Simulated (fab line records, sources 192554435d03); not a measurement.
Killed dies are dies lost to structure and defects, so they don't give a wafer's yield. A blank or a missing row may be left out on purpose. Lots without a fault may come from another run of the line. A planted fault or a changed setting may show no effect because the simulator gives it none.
A struck lot beside a sound one | flow n5_finfet | 20 steps out of a route of 1938
Sound: wafers L627.2, L627.3, L627.5. Struck: wafers L624.2, L624.5, L624.6. The cause comes at the end.
At each step with rows: each side's tool, then ch and its chambers, then its first start. Under that, the readings that differ: sound wafers | struck wafers | difference of the means | sigmas: that difference in standard deviations of wafers without a fault.
alike: readings whose means differ by less than 2 such deviations, and words and numbers that are the same on both sides. not compared: withheld readings, readings that some wafer has no value for, bounds like >300 that may hide the same value, and numbers for which the record gives no deviation and whose values overlap.
The two part at a step that has a row with sigmas, a row that says differs or no value, or rows on one side only. Numbers that don't overlap but have no deviation are shown without sigmas and don't part them. A reading that every wafer of one side lacks parts them only if that side has two wafers or more.

first, 9 steps without rows for these wafers: N5_BEOL_M0_CO_CAP_123 (material Co, precursor CCTBA/H2, target thk 2 nm, time 102.1 s); N5_BEOL_M0_PRE_CLEAN_124 (time 15 s); N5_BEOL_M0_DEP_125 (deposits SiCN from 3MS/NH3, target thk 8 nm, time 14 s); N5_BEOL_M1_ILD_DEP_00 (deposits SiOC from DEMS/O2, target thk 79 nm, time 15.3 s); N5_BEOL_M1_PECVD_72 (deposits SiO2 from TEOS/O2, target thk 16 nm, time 18 s); N5_BEOL_M1_HM_DEP_02 (deposits TiN, target thk 20 nm); N5_BEOL_M1_COAT_61 (time 60 s, resist thk 60 nm); N5_BEOL_M1_COAT_62 (time 60 s, resist thk 12 nm); N5_BEOL_M1_COAT_73 (time 60 s, resist thk 5 nm).
N5_BEOL_M1_COAT_05: resist thk 30 nm.
  sound on litho_track-04 ch 0, day 8 18:14; struck on litho_track-03 ch 0, day 7 22:35
  reading                                      | sound                | struck               | difference | sigmas
  spin_speed_rpm (rpm)                         | 1500.0 1501.2 1500.5 | 1578.0 1579.3 1579.3 | +78.3      | +84
  model.CAR-EUV_of_BEOL_M1_COAT_05.thk_nm (nm) | 30 30 30             | 29.2 29.2 29.2       | -0.8       |
  alike: dispense_pressure_kPa
then, 7 steps without rows for these wafers: N5_BEOL_M1_EBR_07; N5_BEOL_M1_SOFTBAKE_06 (time 60 s); N5_BEOL_M1_EXPOSE_08 (exposes mask M1); N5_BEOL_M1_PEB_09 (peb time 60 s); N5_BEOL_M1_DEVELOP_10 (develop time 30 s); N5_BEOL_M1_DESCUM_16 (chemistry O2, time 7 s); N5_BEOL_M1_ETCH_74 (etches underlayer in N2/H2, target depth 6.5 nm, time 5.2 s).
N5_BEOL_M1_ETCH_63: etches SiARC in CF4, target depth 15.6 nm, time 26 s.
  sound on rie_diel-04 ch 0,1,2, day 9 07:52; struck on rie_diel-04 ch 1,2, day 7 23:08
  reading                                      | sound          | struck         | difference | sigmas
  model.CAR-EUV_of_BEOL_M1_COAT_05.thk_nm (nm) | 11.2 11.2 11.2 | 10.2 10.4 10.4 | -0.9       |
  alike: drypump_motor_current_A, etch_rf_on_time_s, oes_product_au, rf_vpp_V, showerhead_plenum_p_Torr, throttle_valve_pct
  not compared: rf_hours_counter_h
then, 1 step without rows for these wafers: N5_BEOL_M1_ETCH_64 (etches SOC in N2/H2, target depth 75 nm, overetch 15 nm, time 112.5 s).
-- the record jumps here: 5 days lie between the struck wafers' starts before and after (it left off in module BEOL_M1 and takes up again in module BEOL_M4, whose first step shown is number 1111 of the route) --
N5_BEOL_M4_RC_MEAS_101:
  sound on prober-01 ch 0, day 13 09:40; struck on prober-01 ch 0, day 12 12:28
  alike: DIBL_N, DIBL_P, IOFF_N, IOFF_P, ION_N, ION_P, SS_N, SS_P, VT_N, VT_P

WHERE THEY PART
Only at N5_BEOL_M1_COAT_05, within this record. Later steps at which nothing parts them and some readings are alike: N5_BEOL_M1_ETCH_63, N5_BEOL_M4_RC_MEAS_101.

WHY: what the simulator had put in
Process parameter drift: litho_track-03, from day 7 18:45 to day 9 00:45, at N5_BEOL_M1_COAT_05. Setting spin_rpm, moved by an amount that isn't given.
